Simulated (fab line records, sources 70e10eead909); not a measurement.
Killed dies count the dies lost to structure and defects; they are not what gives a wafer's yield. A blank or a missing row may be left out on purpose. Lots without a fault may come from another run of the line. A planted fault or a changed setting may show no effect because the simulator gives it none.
A lot that was struck, set against a sound lot ; flow nand harc ; 14 steps out of a route of 1302
Sound: wafers L936.1, L936.3, L936.5. Struck: wafers L935.1, L935.2, L935.5. The cause is given at the end.
For every step that has rows: the tool of each side, followed by ch and its chambers, followed by its first start. Under that, the readings that differ: sound wafers ; struck wafers ; difference of the means ; sigmas: that difference in standard deviations of wafers without a fault.
alike: readings with means less than 2 such deviations apart, plus words and numbers identical on both sides. not compared: withheld readings, readings lacking a value on some wafer, bounds such as >300 that could conceal the same value, and numbers that have no deviation in the record and whose values overlap.
A row with sigmas, a row that says differs or no value, or rows on one side alone: a step with any of these is where the two part. Numbers that don't overlap but have no deviation are shown without sigmas and don't part them. A reading that every wafer of one side lacks parts them only if that side has two wafers or more.

first, 2 steps without rows for these wafers: NHARC_A_CONTACT_STRIP_104 (strips in CF4/CHF3); NHARC_A_CONTACT_STRIP_105 (strips in O2/COS).
NHARC_A_CONTACT_ETCH_106: etches the open film in CF4/O2, target depth 90 nm, overetch 9 nm, time 49.5 s.
  sound on rie diel-03 ch 0,1,3, day 31 00:46; struck on rie diel-03 ch 0,2, day 30 09:28
  alike: drypump motor current A, mfc ar sccm, oes product au, rf vpp V, showerhead plenum p Torr, throttle valve pct
  not compared: rf hours counter h
NHARC_A_CONTACT_STRIP_82: strips in O2.
  sound: rie diel-03 ch 0,2,3; struck: rie diel-03 ch 0,2,3
  alike: drypump motor current A, mfc ar sccm, oes product au, rf vpp V, showerhead plenum p Torr, throttle valve pct
  not compared: rf hours counter h
then, 1 step without rows for these wafers: NHARC_A_CONTACT_STRIP_83 (strips in post etch residue remover, time 600 s).
NHARC_A_CONTACT_DEP_84: deposits aC, target thk 2800 nm.
  sound on acl dep-02 ch 0, day 31 02:59; struck on acl dep-02 ch 0, day 30 13:39
  alike: throttle valve pct
NHARC_A_CONTACT_DEP_85: deposits SiON, target thk 60 nm.
  sound on pecvd-02 ch 0,1, day 31 04:44; struck on pecvd-01 ch 1,2, day 30 15:24
  alike: heater power w
then, 5 steps without rows for these wafers: NHARC_A_CONTACT_DEHYDRATE_00 (time 120 s); NHARC_A_CONTACT_HMDS_01 (time 30 s); NHARC_A_CONTACT_COAT_86 (time 75 s); NHARC_A_CONTACT_COAT_87 (time 65 s); NHARC_A_CONTACT_COAT_02 (resist thk 90 nm).
NHARC_A_CONTACT_SOFTBAKE_03: time 55 s.
  sound on litho track-04 ch 0, day 31 05:00; struck on litho track-06 ch 0, day 30 15:00
reading;sound;struck;difference;sigmas
heater power total W (W);188.27 188.39 188.50;194.28 194.70 194.47;+6.10;+41
next, for these wafers, 1 step has no rows: NHARC_A_CONTACT_EBR_04.

WHERE THEY PART
NHARC_A_CONTACT_SOFTBAKE_03 only, going by this record.

WHY: whatever the simulator had introduced
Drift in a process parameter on litho track-06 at NHARC_A_CONTACT_SOFTBAKE_03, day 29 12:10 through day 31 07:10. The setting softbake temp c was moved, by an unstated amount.
